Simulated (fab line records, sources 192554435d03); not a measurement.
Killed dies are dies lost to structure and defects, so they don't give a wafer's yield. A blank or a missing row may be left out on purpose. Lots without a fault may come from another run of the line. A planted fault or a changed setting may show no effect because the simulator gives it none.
Chamber matching | flow n5_finfet | N5_BEOL_M13_ETCH_67 on rie_diel-06: 4 sister chambers
The step etches SiARC in CF4, target depth 143 nm, time 238.3 s. 27 wafers are shown with their chamber, then 12 later ones without.

WAFERS WITH THEIR CHAMBER
wafer  | chamber | showerhead_plenum_p_Torr (Torr) | drypump_motor_current_A (A) | throttle_valve_pct (%)
L075.1 | 1       | 2.05                            | 5.7                         | 15.65
L075.2 | 3       | 2.04                            | 5.4                         | 15.96
L075.6 | 0       | 2.08                            | 5.0                         | 15.28
L078.2 | 3       | 2.04                            | 5.4                         | 16.00
L078.3 | 0       | 2.08                            | 4.9                         | 15.32
L078.6 | 0       | 2.08                            | 4.9                         | 15.31
L077.4 | 0       | 2.08                            | 4.9                         | 15.32
L077.5 | 3       | 2.04                            | 5.4                         | 15.98
L077.6 | 2       | 2.19                            | 5.2                         | 15.77
L080.2 | 0       | 2.07                            | 4.9                         | 15.34
L080.4 | 0       | 2.07                            | 4.9                         | 15.33
L080.5 | 3       | 2.03                            | 5.4                         | 15.99
L079.1 | 3       | 2.03                            | 5.3                         | 16.01
L079.4 | 1       | 2.04                            | 5.7                         | 15.69
L079.6 | 0       | 2.07                            | 4.9                         | 15.34
L081.1 | 3       | 2.03                            | 5.4                         | 16.03
L081.2 | 0       | 2.07                            | 4.9                         | 15.37
L081.6 | 2       | 2.19                            | 5.2                         | 15.29
L083.2 | 2       | 2.19                            | 5.2                         | 15.27
L083.3 | 0       | 2.07                            | 4.9                         | 15.35
L083.6 | 0       | 2.07                            | 4.9                         | 15.37
L086.2 | 2       | 2.19                            | 5.2                         | 15.31
L086.4 | 3       | 2.03                            | 5.4                         | 16.04
L086.5 | 2       | 2.19                            | 5.2                         | 15.31
L089.2 | 0       | 2.07                            | 4.9                         | 15.36
L089.3 | 3       | 2.03                            | 5.3                         | 16.02
L089.5 | 3       | 2.03                            | 5.3                         | 16.04

SIGNATURES (means of the wafers above)
reading                  | chamber 0 | chamber 1 | chamber 2 | chamber 3 | scatter within a chamber
showerhead_plenum_p_Torr | 2.0736    | 2.0450    | 2.1900    | 2.0333    | 0.00468
drypump_motor_current_A  | 4.909     | 5.700     | 5.200     | 5.367     | 0.0356
throttle_valve_pct       | 15.3355   | 15.6700   | 15.3900   | 16.0078   | 0.0923
Rule: a wafer's distance from a chamber is the root of the sum, over the readings, of the square of ((its reading less the chamber's mean) divided by the reading's scatter). The wafer belongs to the nearest chamber; if the next one is less than 2 further off, it can't be placed. The scatter: the root of (the sum of the squares of (reading less its chamber's mean) over the shown wafers, divided by (wafers less chambers)).

WAFERS WITHOUT THEIR CHAMBER
wafer  | showerhead_plenum_p_Torr (Torr) | drypump_motor_current_A (A) | throttle_valve_pct (%)
L090.2 | 2.29                            | 5.7                         | 15.21
L090.4 | 2.03                            | 5.3                         | 16.07
L090.6 | 2.07                            | 4.9                         | 15.37
L091.2 | 2.07                            | 4.9                         | 15.38
L091.5 | 2.19                            | 5.2                         | 15.32
L091.6 | 2.07                            | 4.9                         | 15.38
L088.2 | 2.03                            | 5.4                         | 16.06
L088.3 | 2.07                            | 4.9                         | 15.39
L088.6 | 2.07                            | 4.9                         | 15.40
L094.1 | 2.06                            | 4.9                         | 15.40
L094.3 | 2.29                            | 5.6                         | 15.22
L094.4 | 2.06                            | 4.9                         | 15.38

WHICH CHAMBER EACH WENT THROUGH
wafer  | from the rows above | in truth
L090.2 | 2                   | 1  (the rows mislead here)
L090.4 | 3                   | 3
L090.6 | 0                   | 0
L091.2 | 0                   | 0
L091.5 | 2                   | 2
L091.6 | 0                   | 0
L088.2 | 3                   | 3
L088.3 | 0                   | 0
L088.6 | 0                   | 0
L094.1 | 0                   | 0
L094.3 | 2                   | 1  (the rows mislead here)
L094.4 | 0                   | 0
Placed correctly: 10 of 12. Can't be placed from these rows: 0. Placed wrongly: 2.
